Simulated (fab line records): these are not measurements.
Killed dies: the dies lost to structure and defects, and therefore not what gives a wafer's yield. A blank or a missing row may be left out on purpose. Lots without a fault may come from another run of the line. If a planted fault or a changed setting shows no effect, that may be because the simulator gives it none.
Matching of chambers    flow nandHarc    NHARC_A_STAIRCASE_DESCUM_168 on rieDiel-05: 4 sister chambers
The step chemistry O2, time 3 s. 20 wafers are shown with their chamber, then 10 later ones without.

== WAFERS WITH THEIR CHAMBER ==
wafer   chamber  showerheadPlenumPTorr (Torr)  drypumpMotorCurrentA (A)  rfVppV (V)
L077.2  1        1.82                          5.73                      56.6
L077.3  0        1.80                          5.69                      59.6
L077.6  0        1.80                          5.72                      58.5
L077.1  2        1.90                          5.34                      57.3
L077.4  3        2.07                          5.78                      59.9
L077.5  1        1.82                          5.75                      57.9
L079.1  1        1.82                          5.75                      56.7
L079.4  0        1.80                          5.70                      56.9
L079.5  2        1.90                          5.32                      59.1
L078.1  0        1.80                          5.73                      58.3
L078.3  2        1.90                          5.33                      58.8
L078.4  1        1.82                          5.71                      56.1
L081.2  0        1.80                          5.70                      56.3
L081.4  2        1.90                          5.36                      57.0
L081.6  1        1.82                          5.74                      57.6
L086.2  1        1.81                          5.72                      58.1
L086.3  3        2.06                          5.79                      59.7
L086.5  3        2.06                          5.79                      59.8
L088.1  1        1.81                          5.73                      57.8
L088.3  2        1.89                          5.33                      57.6

SIGNATURES (means of the wafers above)
reading                chamber 0  chamber 1  chamber 2  chamber 3  scatter within a chamber
showerheadPlenumPTorr  1.8000     1.8171     1.8980     2.0633     0.00425
drypumpMotorCurrentA   5.7080     5.7329     5.3360     5.7867     0.0146
rfVppV                 57.920     57.257     57.960     59.800     0.939
Rule: a wafer lies at a distance from a chamber equal to the root of the sum of squares, over the readings, of (its reading less the chamber's mean, divided by the reading's scatter). The wafer belongs to the nearest chamber; if the next one is less than 2 further off, it can't be placed. The scatter is the square root of a quotient: the sum, over the shown wafers, of each reading's squared deviation from its chamber's mean, divided by wafers minus chambers.

== WAFERS WITHOUT THEIR CHAMBER ==
wafer   showerheadPlenumPTorr (Torr)  drypumpMotorCurrentA (A)  rfVppV (V)
L088.6  1.89                          5.33                      57.0
L087.2  1.79                          5.71                      58.6
L087.4  1.81                          5.75                      57.6
L087.5  2.06                          5.78                      57.6
L091.3  2.05                          5.78                      58.3
L091.4  1.89                          5.34                      57.2
L091.5  1.81                          5.71                      58.1
L097.1  1.81                          5.73                      58.5
L097.2  2.05                          5.78                      57.1
L097.6  1.89                          5.35                      58.2

== WHICH CHAMBER EACH WENT THROUGH ==
wafer   from the rows above      in truth
L088.6  2                        2
L087.2  0                        0
L087.4  can't be placed: 1 or 0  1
L087.5  3                        3
L091.3  3                        3
L091.4  2                        2
L091.5  can't be placed: 0 or 1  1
L097.1  can't be placed: 1 or 0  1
L097.2  3                        3
L097.6  2                        2
Correct placement for 7 of the 10. Not placeable from these rows: 3 (in 3, the candidates include the true chamber). Placed wrongly: 0.
